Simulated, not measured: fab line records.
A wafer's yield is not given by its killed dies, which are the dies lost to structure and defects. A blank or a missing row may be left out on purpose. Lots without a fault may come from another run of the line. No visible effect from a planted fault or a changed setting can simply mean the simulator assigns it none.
fab line records	flow n5Finfet
record: lots: 10	wafers: 30	lastDay: 17
route steps=1938 shown BEOL_M0_SAQP@690 BEOL_M0_CUTY@709 BEOL_M0@723 BEOL_M4@1111 PASSIVATION@1936
lots untouched by any fault: they come from a run of this same line in which no faults occurred
startH: start of the lot's first displayed wafer, in hours after the record's first day	waitH: how many hours have passed since the lot's step before this one	" identical to the entry in the row above	L1.1+2: a single row standing in for several wafers	- no value, or no start was given	* or withheld: withheld	< > ~ a bound
route shown NAME@n: NAME is a module with steps in the file, n the number in the route of the first one	usual: mean/standard deviation taken from wafers without a fault	same: alike in all rows	chamber/n: place in a boat	sites: the reading at each site	_std_site: standard deviation across them	_edge_site: the outer-site mean with the inner-site mean subtracted	radiusMm: for every site, how far away it sits from the centre of the wafer	mask NAME#n: copy n	behind: the tool/chamber that last shaped the wafer	hold: what put the lot on hold/how long, in hours/how the hold closed	device: transistor that didn't switch, given as n, p or np	end of line: tests of these same wafers at the route's end	where a step has no rows: the recipe by itself	killed: count of dies lost to structure and defects at first sort (not the wafer's yield)	map: a wafer's dies, x killed, . not, _ none there
set.NAME: the run value of the setting; set.NAME@STEP: its run value at that earlier step	model.NAME: the simulator's own value behind a step, which no gauge read
the route's steps for a sample of lots (tables are steps, rows are wafers)
services: when a tool's chamber went out of use (startH, in hours from the record's first day, below 0 if earlier), for how many hours, and the reason
== steps ==
step: N5_BEOL_M0_SAQP_OVL_MEAS_41
recipe: pointsPerWafer: 522
usual: M0_CUT1_OVL: -0.7/0.72
lot.wafer	tool	chamber	startH	waitH	M0_CUT1_OVL[nm]
L157.3	overlay-02	0	134.37	0.0	-0.2
L157.5	"	0	"	"	-0.3
L157.6	"	0	"	"	-1.1
L156.1	overlay-02	0	134.85	0.0	-0.4
L156.2	"	0	"	"	-1.5
L156.6	"	0	"	"	-0.3
L159.1	overlay-01	0	135.21	0.0	0.4
L159.2	"	0	"	"	0.3
L159.6	"	0	"	"	-1.3
L160.1	overlay-02	0	144.30	0.0	-0.3
L160.4	"	0	"	"	-0.3
L160.5	"	0	"	"	0.1
L161.3	overlay-02	0	149.46	0.0	-1.6
L161.4	"	0	"	"	-0.7
L161.5	"	0	"	"	-1.1
L162.1	overlay-02	0	153.50	0.0	-0.9
L162.2	"	0	"	"	-0.5
L162.5	"	0	"	"	-0.7
L165.1	overlay-01	0	171.97	0.0	-1.2
L165.3	"	0	"	"	-1.0
L165.5	"	0	"	"	-1.8
L175.3	overlay-01	0	234.57	0.0	-0.4
L175.4	"	0	"	"	-0.7
L175.6	"	0	"	"	-1.9
L176.4	overlay-02	0	237.09	0.0	-0.3
L176.5	"	0	"	"	-0.4
L176.6	"	0	"	"	-1.1
L177.2	overlay-02	0	247.23	0.0	-0.2
L177.3	"	0	"	"	0.2
L177.5	"	0	"	"	0.3
step: N5_BEOL_M0_CUTY_OVL_MEAS_58
recipe: pointsPerWafer: 44
usual: M0_ABLK_OVL: -0.2/0.67
lot.wafer	tool	chamber	startH	waitH	M0_ABLK_OVL[nm]
L157.3	overlay-01	0	136.53	0.0	0.1
L157.5	"	0	"	"	-0.7
L157.6	"	0	"	"	-1.1
L156.1	overlay-01	0	137.08	0.0	-1.1
L156.2	"	0	"	"	-0.8
L156.6	"	0	"	"	-0.4
L159.1	overlay-02	0	137.78	0.0	-1.2
L159.2	"	0	"	"	-0.6
L159.6	"	0	"	"	-0.2
L160.1	overlay-02	0	145.90	0.0	0.3
L160.4	"	0	"	"	0.6
L160.5	"	0	"	"	-1.5
L161.3	overlay-01	0	151.09	0.0	-1.2
L161.4	"	0	"	"	0.0
L161.5	"	0	"	"	-0.3
L162.1	overlay-02	0	155.17	0.0	-0.7
L162.2	"	0	"	"	-0.5
L162.5	"	0	"	"	-0.9
L165.1	overlay-02	0	174.68	0.0	-0.7
L165.3	"	0	"	"	0.2
L165.5	"	0	"	"	-0.6
L175.3	overlay-02	0	235.98	0.0	-1.1
L175.4	"	0	"	"	0.0
L175.6	"	0	"	"	-0.3
L176.4	overlay-01	0	238.57	0.0	-0.2
L176.5	"	0	"	"	-0.8
L176.6	"	0	"	"	0.3
L177.2	overlay-02	0	248.53	0.0	-0.2
L177.3	"	0	"	"	0.6
L177.5	"	0	"	"	-1.1
step: N5_BEOL_M0_CUTY_ETCH_63
recipe: chemistry: N2/H2	target: SOC	targetDepthA: 827	overetchA: 165	maskMaterial: SiARC	tempC: 40	ionEnergyEv: 200	timeS: 124	pressureMtorr: 30	sourceW: 840	biasW: 150	n2FlowSccm: 200	h2FlowSccm: 200
usual: biasW: 150.0/0.5	drypumpMotorCurrentA: 5.8/0.61	oesProductAu: 0.64/0.064	rfFwdPowerW: 836.8/2.8	rfVppV: 523.2/2.4	showerheadPlenumPTorr: 2.52/0.083	throttleValvePct: 17.84/0.18
lot.wafer	tool	chamber	startH	waitH	biasW	drypumpMotorCurrentA	oesProductAu	rfFwdPowerW	rfHoursCounterH	rfVppV	showerheadPlenumPTorr	throttleValvePct
L157.3	rieDiel-05	0	136.74	0.0	150.6	5.3	0.57	833.6	210	526.6	2.64	17.98
L157.5	"	1	"	"	149.5	6.0	0.70	837.4	-	522.2	2.49	17.95
L157.6	"	0	"	"	150.3	5.2	0.57	833.7	-	526.9	2.64	17.96
L156.1	rieDiel-05	3	137.22	0.0	149.0	6.7	0.61	832.8	189	520.5	2.42	18.01
L156.2	"	0	"	"	149.9	5.3	0.57	835.4	210	525.8	2.64	17.97
L156.6	"	1	"	"	150.4	6.0	0.69	835.8	-	522.1	2.49	17.96
L159.1	rieDiel-06	3	137.96	0.0	151.1	4.8	0.64	838.4	118	521.5	2.46	17.80
L159.2	"	2	"	"	150.2	5.3	0.70	836.7	49	523.1	2.48	17.53
L159.6	"	3	"	"	150.3	4.8	0.65	840.1	-	523.2	2.46	17.82
L160.1	rieDiel-06	1	146.04	0.0	149.3	5.8	0.56	839.2	241	526.3	2.62	17.98
L160.4	"	2	"	"	150.2	5.3	0.70	834.7	52	522.1	2.48	17.55
L160.5	"	1	"	"	150.2	5.8	0.57	837.1	-	524.7	2.62	17.99
L161.3	rieDiel-06	0	151.23	0.0	150.1	6.4	0.62	831.6	152	522.6	2.44	17.95
L161.4	"	1	"	"	150.3	5.8	0.55	832.2	243	524.5	2.62	18.00
L161.5	"	3	"	"	148.5	4.8	0.64	838.9	-	520.8	2.46	17.81
L162.1	rieDiel-06	1	155.87	0.0	150.3	5.8	0.56	835.6	245	525.6	2.62	18.01
L162.2	"	3	"	"	149.6	4.8	0.64	839.7	125	521.4	2.46	17.83
L162.5	"	0	"	"	150.4	6.4	0.61	835.2	-	520.2	2.44	17.96
L165.1	rieDiel-01	2	174.82	0.0	148.9	6.7	0.64	835.1	165	524.0	2.54	17.78
L165.3	"	0	"	"	150.1	6.2	0.84	837.2	0	528.1	2.73	17.52
L165.5	"	2	"	"	149.3	6.7	0.63	831.7	-	522.5	2.54	17.77
L175.3	rieDiel-06	2	236.13	0.0	150.2	5.3	0.67	1042.7	85	485.0	2.47	17.61
L175.4	"	3	"	"	150.3	4.8	0.61	1035.0	-	485.3	2.45	17.87
L175.6	"	2	"	"	150.1	5.3	0.67	1042.0	-	484.9	2.47	17.61
L176.4	rieDiel-06	1	238.76	0.1	149.8	5.8	0.77	1037.8	-	489.7	2.61	17.58
L176.5	"	3	"	"	149.4	4.8	0.62	1036.2	-	484.4	2.45	17.89
L176.6	"	2	"	"	150.3	5.4	0.66	1040.4	-	485.8	2.47	17.60
L177.2	rieDiel-01	2	248.86	0.0	149.8	6.7	0.61	835.8	196	523.2	2.53	17.82
L177.3	"	3	"	"	150.7	5.9	0.77	835.4	8	524.9	2.60	17.39
L177.5	"	3	"	"	151.2	5.9	0.77	838.3	-	525.8	2.60	17.41
step: N5_BEOL_M0_OCD_MEAS_108
usual: trenchDepthNm: 32.4/0.76
lot.wafer	tool	chamber	startH	waitH	trenchDepthNm
L157.3	ocd-01	-	137.42	0.1	32.5
L157.5	"	-	"	"	32.9
L157.6	"	-	"	"	31.6
L156.1	ocd-02	-	137.91	0.1	31.9
L156.2	"	-	"	"	31.2
L156.6	"	-	"	"	32.6
L159.1	ocd-02	-	138.74	0.1	30.8
L159.2	"	-	"	"	32.8
L159.6	"	-	"	"	30.4
L160.1	ocd-01	-	146.75	0.1	32.6
L160.4	"	-	"	"	31.7
L160.5	"	-	"	"	32.3
L161.3	ocd-01	-	153.23	0.1	32.4
L161.4	"	-	"	"	32.8
L161.5	"	-	"	"	31.1
L162.1	ocd-01	-	161.32	0.1	33.1
L162.2	"	-	"	"	32.4
L162.5	"	-	"	"	32.9
L165.1	ocd-01	-	175.87	0.1	33.6
L165.3	"	-	"	"	32.7
L165.5	"	-	"	"	32.7
L175.3	ocd-01	-	241.27	0.1	32.2
L175.4	"	-	"	"	33.0
L175.6	"	-	"	"	32.1
L176.4	ocd-02	-	241.42	0.0	31.1
L176.5	"	-	"	"	32.5
L176.6	"	-	"	"	33.5
L177.2	ocd-01	-	250.15	0.1	34.3
L177.3	"	-	"	"	32.4
L177.5	"	-	"	"	33.5
step: N5_BEOL_M4_RC_MEAS_101
usual: DIBL_N: 36.5/2	DIBL_P: 36.5/2.3	IOFF_N: 0.16/0.036	IOFF_P: 0.21/0.037	ION_N: 672/12	ION_P: 459/7.1	SS_N: 71.6/0.73	SS_P: 73.4/0.76	VT_N: 250/3.3	VT_P: -250.5/2.9
lot.wafer	tool	chamber	startH	waitH	DIBL_N[mV/V]	DIBL_P[mV/V]	IOFF_N[nA/um]	IOFF_P[nA/um]	ION_N[uA/um]	ION_P[uA/um]	SS_N[mV/dec]	SS_P[mV/dec]	VT_N[mV]	VT_P[mV]
L157.3	prober-01	0	186.54	0.3	36.6	33.7	0.13	0.17	661	458	71.9	72.1	251	-253.6
L157.5	"	0	"	"	36.1	33.6	0.13	0.18	668	455	70.7	72.0	251	-250.0
L157.6	"	0	"	"	38.4	36.9	0.17	0.22	687	471	72.0	73.1	245	-247.1
L156.1	prober-02	0	191.31	0.0	37.5	37.7	0.16	0.22	672	459	71.8	74.5	248	-247.8
L156.2	"	0	"	"	39.7	40.1	0.20	0.25	676	464	72.6	74.9	248	-246.5
L156.6	"	0	"	"	38.2	38.4	0.17	0.23	673	461	72.1	74.8	250	-249.2
L160.1	prober-01	0	194.93	0.0	32.9	33.3	0.11	0.17	671	465	70.6	72.2	253	-255.8
L160.4	"	0	"	"	36.0	36.4	0.15	0.21	682	468	70.7	73.5	249	-247.8
L160.5	"	0	"	"	31.2	31.0	0.10	0.14	672	465	69.7	72.0	257	-254.7
L159.1	prober-01	0	199.42	0.0	40.0	39.5	0.23	0.28	695	472	72.2	74.4	246	-246.4
L159.2	"	0	"	"	40.9	41.1	0.25	0.32	679	457	72.4	74.7	245	-248.5
L159.6	"	0	"	"	35.9	34.9	0.14	0.19	657	451	71.0	73.1	251	-251.8
L161.3	prober-02	0	201.96	0.3	37.3	35.9	0.20	0.24	665	450	71.8	73.2	244	-250.3
L161.4	"	0	"	"	36.1	35.1	0.18	0.24	679	467	71.3	73.1	249	-250.9
L161.5	"	0	"	"	35.4	33.9	0.17	0.21	689	470	71.3	73.8	246	-248.8
L162.1	prober-01	0	223.32	0.0	36.5	35.9	0.14	0.19	661	453	72.5	72.6	251	-252.4
L162.2	"	0	"	"	38.1	39.1	0.18	0.24	683	469	72.6	73.7	249	-247.1
L162.5	"	0	"	"	37.2	37.3	0.16	0.21	671	459	72.4	73.2	249	-249.2
L165.1	prober-01	0	229.86	0.0	34.3	35.4	0.13	0.20	664	462	71.3	72.5	253	-249.4
L165.3	"	0	"	"	33.8	33.2	0.11	0.16	630	439	72.2	72.7	259	-255.7
L165.5	"	0	"	"	31.9	32.0	0.10	0.16	658	459	71.1	72.3	255	-251.8
L176.4	prober-01	0	297.56	0.5	39.5	41.0	0.23	0.29	697	475	71.6	74.7	243	-246.4
L176.5	"	0	"	"	36.8	37.8	0.18	0.24	688	464	71.4	73.5	246	-246.8
L176.6	"	0	"	"	34.2	34.2	0.12	0.17	664	459	71.0	72.8	254	-250.7
L175.3	prober-02	0	298.06	0.3	36.7	36.8	0.15	0.20	670	454	71.4	73.5	253	-255.1
L175.4	"	0	"	"	38.1	38.8	0.17	0.22	671	458	71.5	73.9	248	-251.8
L175.6	"	0	"	"	38.2	38.9	0.17	0.23	678	458	72.2	73.0	249	-251.8
L177.2	prober-01	0	309.41	0.2	38.1	41.2	0.24	0.30	691	474	72.1	73.9	243	-243.0
L177.3	"	0	"	"	37.5	39.5	0.21	0.26	684	467	71.8	74.3	248	-246.6
L177.5	"	0	"	"	37.7	39.4	0.21	0.26	661	449	72.3	74.0	247	-245.4
step: N5_PASSIVATION_PROBE_49
usual: defectLimitedYield: 91.4/1.4	killed_at_M0_to_M3: 33/11	killed_at_M4_up: 13/5.3	killedAtContacts: 13/6.1	killedAtFrontEnd: 40/11	killedAtOther: 2.9/2.7	killedDies: 102/17	killedOpen: 68/13	killedShort: 32/7.5	sort_bin_4_leakage: 0.00/0.022	sort_bin_5_function: 5.1/0.98	sort_bin_6_memory: 3.2/0.69	sort_bin_8_speed: 0.1/1.1	sortNPass: 1077/21	sortYieldPct: 91.3/1.7
same: grossDies: 1180	killedAtBackSide: 0
lot.wafer	tool	chamber	startH	waitH	defectLimitedYield[%]	killed_at_M0_to_M3	killed_at_M4_up	killedAtContacts	killedAtFrontEnd	killedAtOther	killedDies	killedOpen	killedShort	sort_bin_4_leakage[%]	sort_bin_5_function[%]	sort_bin_6_memory[%]	sort_bin_8_speed[%]	sortNPass	sortYieldPct[%]
L157.3	prober-01	-	305.62	0.1	90.7	24	9	22	53	2	110	67	41	0	5.2	3.6	0	1070	90.7
L157.5	prober-01	-	305.72	0.2	91.2	32	10	28	31	3	104	68	36	0	6.0	2.6	0	1076	91.2
L157.6	prober-01	-	305.77	0.3	89.9	28	22	33	33	3	119	75	41	0	6.0	3.3	0	1061	89.9
L160.1	prober-02	-	316.17	0.0	90.8	29	13	9	51	6	108	56	52	0	5.8	2.5	0	1072	90.8
L160.4	prober-02	-	316.32	0.2	88.6	26	9	24	65	10	134	96	37	0	7.1	3.8	0	1046	88.6
L160.5	prober-02	-	316.37	0.2	91.0	25	7	11	60	3	106	73	33	0	5.0	3.8	0	1074	91.0
L159.1	prober-02	-	316.77	0.0	89.4	44	11	7	57	6	125	86	37	0	5.6	4.6	0	1055	89.4
L159.2	prober-02	-	316.82	0.1	94.2	22	14	7	26	0	69	47	20	0	3.3	2.0	0	1111	94.2
L159.6	prober-02	-	317.02	0.3	90.4	26	14	7	65	1	113	79	34	0	5.3	3.8	0	1067	90.4
L161.3	prober-02	-	320.54	0.1	93.5	21	11	20	24	1	77	52	24	0	3.1	3.1	0	1103	93.5
L161.4	prober-02	-	320.59	0.2	94.1	16	12	15	26	1	70	51	19	0	3.9	1.8	0	1110	94.1
L161.5	prober-02	-	320.64	0.2	94.6	18	11	9	25	1	64	39	25	0	3.2	1.9	0	1116	94.6
killed by level:class
L157.3 FIN_SAQP:geometricParticle:open=19 FIN_SAQP:geometricParticle:short=13 MOL_CONTACT_COAG:geometricParticle:open=13 MOL_CONTACT_COAG:geometricParticle:short=9 BEOL_M3:geometricParticle:open=6 BEOL_M4:geometricParticle:open=6 STARTING-WAFER:geometricParticle:open=6 BEOL_M0_SAQP:geometricParticle:short=4
L157.5 MOL_CONTACT_COAG:geometricParticle:open=22 FIN_SAQP:geometricParticle:open=10 STI_FIN_REVEAL:geometricParticle:open=9 BEOL_M0_SAQP:geometricParticle:short=7 MOL_CONTACT_COAG:geometricParticle:short=6 BEOL_M4:geometricParticle:open=6 BEOL_M0_SAQP:geometricParticle:open=5 BEOL_M0:geometricParticle:short=5
L157.6 MOL_CONTACT_COAG:geometricParticle:open=24 MOL_CONTACT_COAG:geometricParticle:short=9 BEOL_M1:geometricParticle:open=9 BEOL_M4:geometricParticle:open=9 FIN_SAQP:geometricParticle:open=8 STI_FIN_REVEAL:geometricParticle:open=5 GATE_CUT:geometricParticle:short=5 BEOL_M1:geometricParticle:short=4
L160.1 FIN_SAQP:geometricParticle:open=17 FIN_SAQP:geometricParticle:short=15 BEOL_M2:geometricParticle:short=10 MOL_CONTACT_COAG:geometricParticle:open=7 BEOL_M0_SAQP:geometricParticle:open=5 BEOL_M4:geometricParticle:open=5 BEOL_M1:geometricParticle:short=4 STI_FIN_REVEAL:geometricParticle:open=3
L160.4 FIN_SAQP:geometricParticle:open=24 MOL_CONTACT_COAG:geometricParticle:open=21 STI_FIN_REVEAL:geometricParticle:open=18 BEOL_M2:geometricParticle:short=9 FIN_SAQP:geometricParticle:short=8 BEOL_M0_SAQP:geometricParticle:open=6 STI_FIN_REVEAL:geometricParticle:short=4 STARTING-WAFER:geometricParticle:open=4
L160.5 FIN_SAQP:geometricParticle:open=16 STI_FIN_REVEAL:geometricParticle:open=10 MOL_CONTACT_COAG:geometricParticle:open=9 FIN_SAQP:geometricParticle:short=7 GATE_CUT:geometricParticle:short=7 STARTING-WAFER:geometricParticle:short=7 BEOL_M3:geometricParticle:open=7 DUMMY_GATE:geometricParticle:open=6
L159.1 BEOL_M0_SAQP:geometricParticle:open=18 STI_FIN_REVEAL:geometricParticle:open=12 FIN_SAQP:geometricParticle:short=8 BEOL_M2:geometricParticle:open=8 FIN_SAQP:geometricParticle:open=6 MOL_CONTACT_COAG:geometricParticle:open=6 BEOL_M3:geometricParticle:short=6 BEOL_M3:geometricParticle:open=6
L159.2 BEOL_M2:geometricParticle:open=8 STARTING-WAFER:geometricParticle:open=7 STI_FIN_REVEAL:geometricParticle:open=5 MOL_CONTACT_COAG:geometricParticle:open=4 BEOL_M1:geometricParticle:short=4 BEOL_M4:geometricParticle:open=4 FIN_SAQP:geometricParticle:open=3 GATE_CUT:geometricParticle:short=3
L159.6 STI_FIN_REVEAL:geometricParticle:open=21 FIN_SAQP:geometricParticle:open=11 BEOL_M4:geometricParticle:open=9 FIN_SAQP:geometricParticle:short=8 BEOL_M0_SAQP:geometricParticle:short=7 MOL_CONTACT_COAG:geometricParticle:open=6 BEOL_M0_SAQP:geometricParticle:open=6 STARTING-WAFER:geometricParticle:open=6
L161.3 MOL_CONTACT_COAG:geometricParticle:open=16 FIN_SAQP:geometricParticle:short=8 FIN_SAQP:geometricParticle:open=6 BEOL_M4:geometricParticle:open=6 BEOL_M1:geometricParticle:open=5 MOL_CONTACT_COAG:geometricParticle:short=4 BEOL_M0_SAQP:geometricParticle:short=4 BEOL_M2:geometricParticle:open=4
L161.4 MOL_CONTACT_COAG:geometricParticle:open=9 FIN_SAQP:geometricParticle:open=8 BEOL_M4:geometricParticle:open=7 MOL_CONTACT_COAG:geometricParticle:short=6 BEOL_M1:geometricParticle:open=5 GATE_CUT:geometricParticle:short=4 BEOL_M0_SAQP:geometricParticle:open=4 BEOL_M3:geometricParticle:open=3
L161.5 MOL_CONTACT_COAG:geometricParticle:open=6 GATE_CUT:geometricParticle:open=5 BEOL_M4:geometricParticle:open=5 GATE_CUT:geometricParticle:short=4 BEOL_M1:geometricParticle:open=4 MOL_CONTACT_COAG:geometricParticle:short=3 BEOL_M0_SAQP:geometricParticle:open=3 BEOL_M3:geometricParticle:open=3
== services ==
tool	chamber	startH	hours	kind
rieDiel-05	1	116.27	3.7	repair
rieDiel-06	2	128.59	2.3	repair
rieDiel-01	0	153.21	-	clean
rieDiel-01	0	153.21	-	consumableReplace:focusRing
rieDiel-01	0	153.21	-	consumableReplace:showerhead
rieDiel-01	0	153.21	21.3	scheduledDown
rieDiel-01	0	153.21	21.3	ventCycle
rieDiel-05	0	156.68	4.6	repair
rieDiel-06	1	173.05	-	clean
rieDiel-06	1	173.05	-	consumableReplace:focusRing
rieDiel-06	1	173.05	16.4	scheduledDown
rieDiel-06	1	173.05	16.4	ventCycle
rieDiel-06	0	176.57	2.9	repair
rieDiel-01	3	183.44	7.2	repair
rieDiel-01	3	190.78	-	clean
rieDiel-01	3	190.78	-	consumableReplace:esc
rieDiel-06	1	199.25	14.5	repair
rieDiel-06	-	209.18	0.3	repair
rieDiel-06	-	210.01	4.8	repair
rieDiel-06	1	216.20	8.8	repair
rieDiel-06	2	216.94	4.0	repair
rieDiel-06	0	227.20	14.4	repair
rieDiel-05	-	236.83	0.2	repair
rieDiel-06	2	241.76	6.5	repair
== key ==
firstSign: step: N5_BEOL_M0_CUTY_ETCH_63	reading: rfFwdPowerW	direction: up	sigmas: 72	usual: *	struck: *
effect: step: N5_BEOL_M0_CUTY_ETCH_63	reading: rfVppV	direction: down	sigmas: 16	usual: 523.2	struck: 485.9
metAt N5_BEOL_M0_CUTY_ETCH_63
struckLots L175,L176
notActingAt N5_BEOL_M0_SAQP_OVL_MEAS_41,N5_BEOL_M0_CUTY_OVL_MEAS_58,N5_BEOL_M0_OCD_MEAS_108
onsetBetween 155.87 236.13
fault: kind: processParameterDrift	tool: rieDiel-06	chamber: -	onsetH: 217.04	steps: N5_BEOL_M0_CUTY_ETCH_63	channel: sourceW	offset: 201.6	shape: step	endH: 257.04	actsIn: theseRecipesOnly	stated: 840
